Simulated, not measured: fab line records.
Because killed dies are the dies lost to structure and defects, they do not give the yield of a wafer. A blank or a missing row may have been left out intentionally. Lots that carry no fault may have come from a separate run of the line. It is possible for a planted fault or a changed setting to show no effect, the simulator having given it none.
fab line records    flow nand-harc
record: lots: 7  wafers: 21  last-day: 33
route steps=1302 shown P_CONTACT@248 P_M0@253 END@1302
lots untouched by any fault: they come from a run of this same line in which no faults occurred
start-h: the number of hours between the record's first day and the start of the first shown wafer of the lot    wait-h: hours elapsed since this lot's preceding step    " repeats the value in the row above    L1.1+2: a single row standing in for several wafers    - no value, or no start was given    * or withheld: withheld    < > ~ a bound
route shown NAME@n: names a module that has steps shown in the file, with the first one's number in the route    usual: mean/standard deviation of fault-free wafers    same: alike in all rows    chamber/n: place in a boat    sites: the reading at each site    _std_site: the standard deviation of these    _edge_site: inner sites' mean taken away from outer sites' mean    radius-mm: how far each site lies from the wafer's centre    mask NAME#n: copy n    behind: the most recent tool/chamber to have shaped the wafer    hold: the reason the lot was held/the length of the hold in hours/how it ended    device: transistor that didn't switch, given as n, p or np    end of line: tests run on the same wafers once the route is complete    a step with no rows: only its recipe    killed: count of dies lost to structure and defects at first sort (not the wafer's yield)    map: dies across one wafer; x = killed, . = not, _ = none there
set.NAME: the setting that was run; set.NAME@STEP: the one run at that earlier step    model.NAME: the simulator's own value behind a step, which no gauge read
lots at some steps of the route; a table a step, a row a wafer
services: the hour from which a tool's chamber was out of use, counted from the record's first day as start-h (under 0 if before that day), plus the number of hours and why
== steps ==
step: NHARC_P_CONTACT_CVD_23
recipe: target-thk-a: 2000  temp-c: 300  pressure-torr: 40  wf6-flow-sccm: 40  h2-flow-sccm: 1600  ar-flow-sccm: 1560  time-s: 557  material: W
usual: heater-power-w: 487/55  mfc-ar-sccm: 1560/4.8  throttle-valve-pct: 7.97/0.2
lot.wafer  tool      chamber  start-h  wait-h  heater-power-w  mfc-ar-sccm  throttle-valve-pct
L593.2     cvd-w-01  0        -        -       464             1555         7.77
L593.3     "         1        "        "       417             1554         8.18
L593.5     "         1        "        "       427             1555         8.12
L595.1     cvd-w-02  1        -        -       574             1571         8.05
L595.4     "         0        "        "       500             1564         8.08
L595.6     "         0        "        "       503             1566         8.27
L597.1     cvd-w-02  0        -        -       493             1563         8.17
L597.2     "         1        "        "       569             1554         8.12
L597.4     "         1        "        "       558             1557         7.94
L601.2     cvd-w-01  1        -        -       428             1555         8.18
L601.4     "         0        "        "       477             1560         7.72
L601.6     "         0        "        "       462             1562         7.74
L602.2     cvd-w-01  0        -        -       480             1557         7.74
L602.1     "         1        "        "       446             1562         8.14
L602.5     "         1        "        "       418             1558         8.09
L603.4     cvd-w-01  1        -        -       429             1559         7.84
L603.6     "         1        "        "       425             1559         8.20
L603.5     "         0        "        "       463             1563         8.11
L608.1     cvd-w-01  0        -        -       457             1558         7.85
L608.4     "         0        "        "       475             1562         7.82
L608.5     "         0        "        "       470             1559         7.68
step: NHARC_P_CONTACT_CMP_24
recipe: t-overpolish-s: 30  target-thk-nm: 200
usual: motor-current-A: 11.7/1.1  overpolish-run-s: 30.000/0.0087  time-to-endpoint-s: 41/3.3
lot.wafer  tool    chamber  start-h  wait-h  motor-current-A  overpolish-run-s  time-to-endpoint-s
L593.3     cmp-03  2        201.39   0.3     11.0             30.000            47
L593.2     "       1        "        "       10.8             29.989            42
L593.5     "       2        "        "       10.8             29.988            45
L595.4     cmp-03  2        230.99   0.3     11.1             29.991            47
L595.1     "       0        "        "       12.1             29.987            38
L595.6     "       2        "        "       10.8             29.989            46
L597.1     cmp-01  0        241.34   0.6     10.9             29.995            38
L597.4     "       1        "        "       10.7             30.000            38
L597.2     "       2        "        "       11.2             30.006            37
L601.4     cmp-01  3        281.68   0.4     10.5             29.985            41
L601.2     "       2        "        "       11.1             30.002            40
L601.6     "       3        "        "       10.2             29.991            41
L602.2     cmp-01  0        292.73   0.6     11.2             30.003            43
L602.1     "       1        "        "       11.2             29.992            42
L602.5     "       0        "        "       11.2             30.007            42
L603.4     cmp-03  3        304.00   0.4     13.4             30.000            47
L603.6     "       1        "        "       11.1             30.000            43
L603.5     "       2        "        "       11.0             30.004            46
L608.4     cmp-03  0        350.99   0.4     12.5             30.010            38
L608.1     "       2        "        "       11.5             29.998            43
L608.5     "       1        "        "       11.3             30.002            43
step: NHARC_P_CONTACT_SRD_26
step: NHARC_P_CONTACT_INSPECT_27
usual: raw-defect-count: 308/130
lot.wafer  tool               chamber  start-h  wait-h  raw-defect-count
L593.2     defect-inspect-01  -        201.79   0.1     142
L593.3     "                  -        "        "       235
L593.5     "                  -        "        "       258
L595.1     defect-inspect-01  -        231.36   0.1     222
L595.4     "                  -        "        "       172
L595.6     "                  -        "        "       203
L597.1     defect-inspect-02  -        241.75   0.1     370
L597.2     "                  -        "        "       603
L597.4     "                  -        "        "       470
L601.2     defect-inspect-02  -        282.08   0.1     183
L601.4     "                  -        "        "       162
L601.6     "                  -        "        "       248
L602.1     defect-inspect-02  -        293.11   0.1     315
L602.2     "                  -        "        "       312
L602.5     "                  -        "        "       344
L603.4     defect-inspect-02  -        304.35   0.1     192
L603.5     "                  -        "        "       236
L603.6     "                  -        "        "       332
L608.1     defect-inspect-02  -        351.39   0.1     280
L608.4     "                  -        "        "       388
L608.5     "                  -        "        "       254
step: NHARC_P_M0_DEP_00
recipe: target-thk-a: 1500  target-thk-nm: 150  temp-c: withheld  pressure-torr: 5  flow-sccm: 200  rf-w: 600  material: SiOC
step: NHARC_P_M0_DEHYDRATE_01
recipe: temp-c: 150  time-s: 120
step: NHARC_P_M0_HMDS_02
recipe: time-s: 30
step: NHARC_P_M0_COAT_33
recipe: temp-c: 200  time-s: 65
step: NHARC_P_M0_COAT_03
recipe: spin-rpm: 1500  resist-thk-nm: 90
step: NHARC_P_M0_SOFTBAKE_04
recipe: temp-c: 105  time-s: 55
step: NHARC_P_M0_EBR_05
step: NHARC_P_M0_EXPOSE_06
recipe: na: 1.35  target-cd-nm: 90  dose-mj: 81.28  mask-id: P_M0
usual: exposure-dose-mJ-cm2: 81.19/0.087
lot.wafer  tool             chamber  start-h  wait-h  mask    exposure-dose-mJ-cm2
L593.2     arfi-scanner-03  0        202.56   -       P_M0#0  81.17
L593.3     "                0        "        "       P_M0#0  81.22
L593.5     "                0        "        "       P_M0#0  81.28
L595.1     arfi-scanner-01  0        232.15   -       P_M0#0  81.15
L595.4     "                0        "        "       P_M0#0  81.32
L595.6     "                0        "        "       P_M0#0  81.24
L597.1     arfi-scanner-01  0        242.51   -       P_M0#0  81.30
L597.2     "                0        "        "       P_M0#0  81.21
L597.4     "                0        "        "       P_M0#0  81.24
L601.2     arfi-scanner-01  0        282.72   -       P_M0#0  91.49
L601.4     "                0        "        "       P_M0#0  91.38
L601.6     "                0        "        "       P_M0#0  91.41
L602.1     arfi-scanner-01  0        293.75   -       P_M0#0  89.33
L602.2     "                0        "        "       P_M0#0  89.24
L602.5     "                0        "        "       P_M0#0  89.33
L603.4     arfi-scanner-01  0        305.00   -       P_M0#0  87.81
L603.5     "                0        "        "       P_M0#0  87.73
L603.6     "                0        "        "       P_M0#0  87.87
L608.1     arfi-scanner-02  0        352.03   -       P_M0#0  81.06
L608.4     "                0        "        "       P_M0#0  81.13
L608.5     "                0        "        "       P_M0#0  80.97
step: NHARC_P_M0_PEB_07
recipe: peb-temp-c: 100  peb-time-s: 65
step: NHARC_P_M0_DEVELOP_08
recipe: develop-time-s: 35  dev-temp-c: 23
step: NHARC_P_M0_CD_MEAS_09
recipe: target-cd-nm: 90  landing-energy-ev: 500
usual: cd-nm: 90.1/0.59
lot.wafer  tool       chamber  start-h  wait-h  cd-nm
L593.2     cd-sem-03  0        202.70   -       90.7
L593.3     "          0        "        "       90.6
L593.5     "          0        "        "       91.1
L595.1     cd-sem-03  0        232.28   -       90.3
L595.4     "          0        "        "       89.5
L595.6     "          0        "        "       90.8
L597.1     cd-sem-01  0        242.65   -       91.0
L597.2     "          0        "        "       90.1
L597.4     "          0        "        "       90.5
L601.2     cd-sem-01  0        282.86   -       96.8
L601.4     "          0        "        "       97.0
L601.6     "          0        "        "       96.3
L602.1     cd-sem-03  0        293.89   -       95.5
L602.2     "          0        "        "       95.9
L602.5     "          0        "        "       96.1
L603.4     cd-sem-01  0        305.13   -       95.4
L603.5     "          0        "        "       94.1
L603.6     "          0        "        "       93.7
L608.1     cd-sem-02  0        352.16   -       90.3
L608.4     "          0        "        "       89.9
L608.5     "          0        "        "       89.6
step: NHARC_P_M0_OVL_MEAS_10
recipe: pitch-nm: 180
usual: overlay-x-nm: -0.1/1  overlay-y-nm: 0.0/0.78
lot.wafer  tool        chamber  start-h  wait-h  overlay-x-nm  overlay-y-nm
L593.2     overlay-02  -        202.78   -       -1.9          -0.8
L593.3     "           -        "        "       -2.0          -0.3
L593.5     "           -        "        "       -1.9          -0.4
L595.1     overlay-02  -        232.38   -       -0.9          -1.0
L595.4     "           -        "        "       -1.0          -0.7
L595.6     "           -        "        "       0.2           -0.5
L597.1     overlay-02  -        242.74   -       0.6           1.3
L597.2     "           -        "        "       0.0           1.1
L597.4     "           -        "        "       0.7           1.6
L601.2     overlay-02  -        282.95   -       -0.3          -0.9
L601.4     "           -        "        "       -1.1          -0.9
L601.6     "           -        "        "       -1.0          -1.0
L602.1     overlay-01  -        293.98   -       1.5           0.3
L602.2     "           -        "        "       1.1           -0.2
L602.5     "           -        "        "       0.8           -0.2
L603.4     overlay-02  -        305.21   -       1.9           0.2
L603.5     "           -        "        "       1.8           -0.8
L603.6     "           -        "        "       1.6           -0.7
L608.1     overlay-01  -        352.25   -       -0.5          -0.2
L608.4     "           -        "        "       -0.4          -0.3
L608.5     "           -        "        "       -0.3          -0.4
step: NHARC_P_M0_INSPECT_11
usual: raw-defect-count: 4.8/2.8
lot.wafer  tool               chamber  start-h  wait-h  raw-defect-count
L593.2     defect-inspect-02  -        202.82   0.0     7
L593.3     "                  -        "        "       4
L593.5     "                  -        "        "       5
L595.1     defect-inspect-01  -        232.42   0.0     8
L595.4     "                  -        "        "       7
L595.6     "                  -        "        "       4
L597.1     defect-inspect-01  -        242.78   0.0     1
L597.2     "                  -        "        "       4
L597.4     "                  -        "        "       3
L601.2     defect-inspect-02  -        282.98   0.0     5
L601.4     "                  -        "        "       4
L601.6     "                  -        "        "       2
L602.1     defect-inspect-02  -        294.01   0.0     10
L602.2     "                  -        "        "       19
L602.5     "                  -        "        "       13
L603.4     defect-inspect-01  -        305.25   0.0     3
L603.5     "                  -        "        "       2
L603.6     "                  -        "        "       1
L608.1     defect-inspect-01  -        352.29   0.0     3
L608.4     "                  -        "        "       4
L608.5     "                  -        "        "       2
step: NHARC_P_M0_DESCUM_14
recipe: time-s: 3  o2-flow-sccm: 200  ar-flow-sccm: 0  bias-power-w: 0  chemistry: O2
usual: drypump-motor-current-A: 5.8/0.38  mfc-ar-sccm: 0.013/0.013  oes-product-au: 1.004/0.0098  rf-vpp-V: 58.0/0.96  showerhead-plenum-p-Torr: 1.93/0.11  throttle-valve-pct: 11.311/0.0094
lot.wafer  tool         chamber  start-h  wait-h  drypump-motor-current-A  mfc-ar-sccm  oes-product-au  rf-hours-counter-h  rf-vpp-V  showerhead-plenum-p-Torr  throttle-valve-pct  model.P_M0.cd-nm
L593.2     rie-diel-05  1        202.88   0.1     6.6                      0.014        0.987           20                  58.4      2.04                      11.320              90.76
L593.3     "            3        "        "       5.8                      0.020        1.010           22                  58.9      1.96                      11.304              90.43
L593.5     "            2        "        "       5.8                      0.019        0.996           -                   57.8      1.77                      11.316              91.31
L595.4     rie-diel-06  2        232.48   0.1     5.0                      0            1.013           29                  58.8      2.07                      11.311              89.83
L595.1     "            1        "        "       5.7                      0            1.009           33                  58.3      1.93                      11.314              89.97
L595.6     "            2        "        "       5.0                      0            1.006           -                   58.5      2.07                      11.306              90.49
L597.2     rie-diel-05  2        242.85   0.1     5.7                      0.019        1.012           1                   55.9      1.77                      11.298              90.31
L597.1     "            3        "        "       5.9                      0.020        1.011           0                   58.6      1.96                      11.323              90.3
L597.4     "            0        "        "       5.4                      0.042        1.005           1                   57.4      2.04                      11.313              90.74
L601.2     rie-diel-05  0        283.05   0.1     5.5                      0.042        1.012           5                   57.7      2.04                      11.308              96.61
L601.4     "            1        "        "       6.5                      0.014        1.005           8                   57.8      2.03                      11.314              96.93
L601.6     "            3        "        "       5.9                      0.020        1.007           -                   58.9      1.96                      11.317              96.1
L602.2     rie-diel-12  0        294.07   0.1     5.9                      0.006        0.989           8                   58.5      2.07                      11.309              95.56
L602.1     "            3        "        "       5.8                      0            1.011           6                   58.4      1.78                      11.309              96.09
L602.5     "            1        "        "       5.8                      0.002        0.980           -                   57.9      2.00                      11.299              95.5
L603.4     rie-diel-05  1        305.31   0.1     6.5                      0.014        1.002           12                  58.0      2.03                      11.314              95.68
L603.5     "            1        "        "       6.5                      0.014        0.998           -                   58.5      2.03                      11.303              94.33
L603.6     "            2        "        "       5.7                      0.019        1.001           -                   55.2      1.76                      11.319              94.14
L608.1     rie-diel-06  3        352.37   0.1     5.9                      0.015        1.013           11                  57.7      1.85                      11.320              89.71
L608.4     "            0        "        "       5.6                      0            1.010           11                  56.9      1.85                      11.313              89.59
L608.5     "            0        "        "       5.5                      0            0.990           -                   57.9      1.85                      11.328              89.13
step: NHARC_P_M0_ETCH_34
recipe: target-depth-a: 400  overetch-a: 120  time-s: 43.94  ion-energy-ev: 200  n2-flow-sccm: 150  h2-flow-sccm: 150  ar-flow-sccm: 0  rf-w: 400  bias-w: 150  chemistry: N2/H2
usual: drypump-motor-current-A: 5.8/0.38  mfc-ar-sccm: 0.013/0.013  oes-product-au: 1.004/0.009  rf-vpp-V: 431/3.4  showerhead-plenum-p-Torr: 2.05/0.12  throttle-valve-pct: 14.171/0.0091
lot.wafer  tool         chamber  start-h  wait-h  drypump-motor-current-A  mfc-ar-sccm  oes-product-au  rf-hours-counter-h  rf-vpp-V  showerhead-plenum-p-Torr  throttle-valve-pct
L593.2     rie-diel-05  2        202.97   0.1     5.7                      0.019        1.009           22                  426       1.88                      14.161
L593.3     "            0        "        "       5.5                      0.042        1.015           19                  436       2.19                      14.164
L593.5     "            2        "        "       5.7                      0.019        1.006           -                   425       1.88                      14.174
L595.1     rie-diel-06  0        232.57   0.1     5.6                      0            1.015           34                  429       1.98                      14.160
L595.4     "            1        "        "       5.7                      0            1.000           33                  433       2.05                      14.162
L595.6     "            3        "        "       5.9                      0.015        1.010           -                   429       1.99                      14.164
L597.2     rie-diel-05  2        242.93   0.1     5.7                      0.019        1.014           1                   426       1.88                      14.181
L597.1     "            3        "        "       5.9                      0.020        1.003           0                   432       2.09                      14.174
L597.4     "            0        "        "       5.5                      0.042        1.007           1                   433       2.18                      14.183
L601.2     rie-diel-05  0        283.17   0.1     5.4                      0.042        1.017           5                   434       2.18                      14.164
L601.4     "            2        "        "       5.7                      0.019        1.009           8                   428       1.88                      14.168
L601.6     "            0        "        "       5.4                      0.042        1.017           -                   434       2.18                      14.166
L602.2     rie-diel-12  3        294.16   0.1     5.8                      0            1.016           6                   426       1.89                      14.173
L602.1     "            1        "        "       5.8                      0.002        0.985           10                  433       2.13                      14.166
L602.5     "            3        "        "       5.8                      0            1.014           -                   426       1.89                      14.196
L603.4     rie-diel-05  2        305.39   0.1     5.7                      0.019        1.006           13                  426       1.88                      14.174
L603.6     "            2        "        "       5.7                      0.019        0.998           -                   426       1.88                      14.157
L603.5     "            3        "        "       5.8                      0.020        0.992           -                   433       2.09                      14.167
L608.1     rie-diel-06  0        352.51   0.1     5.6                      0            1.002           11                  428       1.97                      14.170
L608.4     "            1        "        "       5.7                      0            0.995           6                   431       2.04                      14.174
L608.5     "            0        "        "       5.5                      0            0.999           -                   428       1.97                      14.177
step: NHARC_P_M0_ETCH_15
recipe: target-depth-a: 1500  overetch-a: 150  time-s: 82.5  c4f8-flow-sccm: withheld  ar-flow-sccm: 400  rf-w: 600  bias-w: 300  chemistry: C4F8/Ar
usual: oes-product-au: 0.959/0.022  rf-vpp-V: 441/3.4
lot.wafer  tool         chamber  start-h  wait-h  oes-product-au  rf-hours-counter-h  rf-vpp-V  model.P_M0.cd-nm
L593.3     rie-diel-05  0        -        -       0.992           19                  446       91.13
L593.2     "            1        "        "       0.969           20                  445       90.73
L593.5     "            0        "        "       0.987           -                   445       91.14
L595.4     rie-diel-06  1        -        -       0.976           33                  441       89.62
L595.1     "            2        "        "       0.965           29                  447       89.98
L595.6     "            2        "        "       0.963           -                   445       90.79
L597.4     rie-diel-05  1        -        -       0.956           1                   443       90.9
L597.1     "            2        "        "       0.982           1                   434       90.26
L597.2     "            3        "        "       0.982           0                   442       90.04
L601.4     rie-diel-05  1        -        -       0.958           8                   445       97.05
L601.2     "            0        "        "       0.955           5                   444       95.81
L601.6     "            1        "        "       0.969           -                   445       95.78
L602.1     rie-diel-12  2        -        -       0.991           8                   439       96.47
L602.2     "            0        "        "       0.948           8                   445       95.34
L602.5     "            2        "        "       0.980           -                   438       95.5
L603.4     rie-diel-05  0        -        -       0.987           8                   444       95.74
L603.6     "            0        "        "       0.985           -                   445       93.99
L603.5     "            1        "        "       0.950           -                   444       94.21
L608.1     rie-diel-06  0        -        -       0.938           11                  439       89.72
L608.4     "            2        "        "       0.956           11                  445       89.61
L608.5     "            0        "        "       0.940           -                   439       89.25
step: NHARC_P_M0_CD_MEAS_16
usual: cd-nm: 90.0/0.79
lot.wafer  tool       chamber  start-h  wait-h  cd-nm
L593.2     cd-sem-03  -        203.18   -       90.7
L593.3     "          -        "        "       91.3
L593.5     "          -        "        "       91.2
L595.1     cd-sem-01  -        232.78   -       90.2
L595.4     "          -        "        "       89.4
L595.6     "          -        "        "       90.7
L597.1     cd-sem-03  -        243.14   -       90.2
L597.2     "          -        "        "       89.9
L597.4     "          -        "        "       91.1
L601.2     cd-sem-01  -        283.43   -       95.9
L601.4     "          -        "        "       97.1
L601.6     "          -        "        "       95.7
L602.1     cd-sem-03  -        294.37   -       96.5
L602.2     "          -        "        "       95.4
L602.5     "          -        "        "       95.5
L603.4     cd-sem-02  -        305.61   -       96.0
L603.5     "          -        "        "       94.3
L603.6     "          -        "        "       94.0
L608.1     cd-sem-02  -        352.73   -       89.6
L608.4     "          -        "        "       89.4
L608.5     "          -        "        "       89.3
step: NHARC_END_SORT_01
recipe: temp-c: 25
usual: defect-limited-yield: 91.1/2.9  killed-at-array: 55/20  killed-at-other: 1.1/1.2  killed-at-periphery: 3.8/2.8  killed-dies: 60/19  killed-open: 3.4/1.9  killed-short: 2.2/1.5
same: gross-dies: 677
lot.wafer  tool       chamber  start-h  wait-h  defect-limited-yield[%]  killed-at-array  killed-at-other  killed-at-periphery  killed-dies  killed-open  killed-short
L601.2     prober-01  0        706.05   2.8     89.7                     65               4                1                    70           4            2
L602.1     prober-01  0        735.49   2.5     91.3                     45               2                12                   59           2            2
L602.2     prober-01  0        736.30   2.8     90.3                     50               0                16                   66           4            2
L602.5     prober-01  0        738.70   3.7     92.8                     36               2                11                   49           4            1
killed by level:class
L601.2 A_SLIT:chamber-film-flake=27 A_CHANNEL_HOLE_D1:chamber-film-flake=11 A_CHANNEL_HOLE_D2:chamber-film-flake=11 A_CONTACT:chamber-film-flake=11 THIN_TSV:chamber-film-flake=3 A_BLC:geometric-particle:open=2 P_M0:geometric-particle:open=1 A_M0:geometric-particle:short=1
L602.1 A_CHANNEL_HOLE_D1:chamber-film-flake=34 P_GATE:chamber-film-flake=8 A_SLIT:chamber-film-flake=3 A_STAIRCASE:chamber-film-flake=2 THIN_TSV:chamber-film-flake=2 A_CONTACT:chamber-film-flake=2 P_M0:geometric-particle:open=1 A_SOURCE_PLATE:geometric-particle:short=1
L602.2 A_CHANNEL_HOLE_D1:chamber-film-flake=39 P_GATE:chamber-film-flake=9 P_STI:chamber-film-flake=4 A_SLIT:chamber-film-flake=4 A_WL_FILL:chamber-film-flake=2 P_CONTACT:geometric-particle:open=1 P_M0:geometric-particle:open=1 A_ONON_D1:geometric-particle:open=1
L602.5 A_CHANNEL_HOLE_D1:chamber-film-flake=22 P_CONTACT:chamber-film-flake=4 A_CONTACT:chamber-film-flake=4 P_GATE:chamber-film-flake=3 A_SLIT:chamber-film-flake=2 A_M0:chamber-film-flake=2 THIN_TSV:chamber-film-flake=2 P_GATE:geometric-particle:open=1
== services ==
tool             chamber  start-h  hours  kind
cmp-01           -        177.53   4.9    repair
cmp-03           -        179.15   0.5    repair
cvd-w-01         -        185.00   13.0   pm
cmp-01           -        185.52   4.0    pm
rie-diel-12      3        192.68   3.1    repair
rie-diel-06      3        195.66   2.8    repair
cmp-03           -        199.28   0.4    repair
arfi-scanner-01  -        209.67   0.6    repair
rie-diel-05      3        218.54   3.7    repair
rie-diel-05      -        229.61   9.0    pm
rie-diel-12      -        242.81   0.4    repair
cmp-03           -        260.29   4.0    pm
arfi-scanner-01  -        261.21   1.1    repair
rie-diel-05      0        262.89   11.6   repair
rie-diel-12      -        268.49   9.0    pm
arfi-scanner-01  -        270.37   0.6    repair
rie-diel-06      1        277.30   2.3    repair
cmp-01           -        283.52   4.0    pm
rie-diel-06      1        283.67   51.5   repair
rie-diel-05      0        291.78   5.0    repair
cmp-03           -        304.92   0.5    repair
rie-diel-06      -        307.20   9.0    pm
rie-diel-05      2        323.93   10.6   repair
arfi-scanner-01  -        346.05   4.0    pm
== key ==
first-sign: step: NHARC_P_M0_EXPOSE_06  reading: exposure-dose-mJ-cm2  direction: up  sigmas: 96  usual: 81.19  struck: 89.51
effect: step: NHARC_P_M0_CD_MEAS_09  reading: cd-nm  direction: up  sigmas: 9.3  usual: 90.1  struck: 95.6  through: control-loop
effect: step: NHARC_P_M0_CD_MEAS_16  reading: cd-nm  direction: up  sigmas: 7  usual: 90.0  struck: 95.6  through: control-loop
model-effect: step: NHARC_P_M0_DESCUM_14  value: P_M0.cd-nm  without: 89.68  struck: 95.66
model-effect: step: NHARC_P_M0_ETCH_15  value: P_M0.cd-nm  without: 89.56  struck: 95.54
met-at NHARC_P_M0_EXPOSE_06
struck-wafers L601.2,L601.4,L601.6,L602.1,L602.2,L602.5,L603.4,L603.5,L603.6
loop-trim: step: NHARC_P_M0_EXPOSE_06  setting: dose  lots: L602,L603
onset-between 242.51 282.72
fault: kind: process-parameter-drift  tool: arfi-scanner-01  chamber: -  onset-h: 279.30  steps: NHARC_P_M0_EXPOSE_06  channel: dose-mj  offset: 10.163  shape: step  acts-in: these-recipes-only  stated: 81.28
loop-trim: a control loop set the setting to another value than it would have without faults
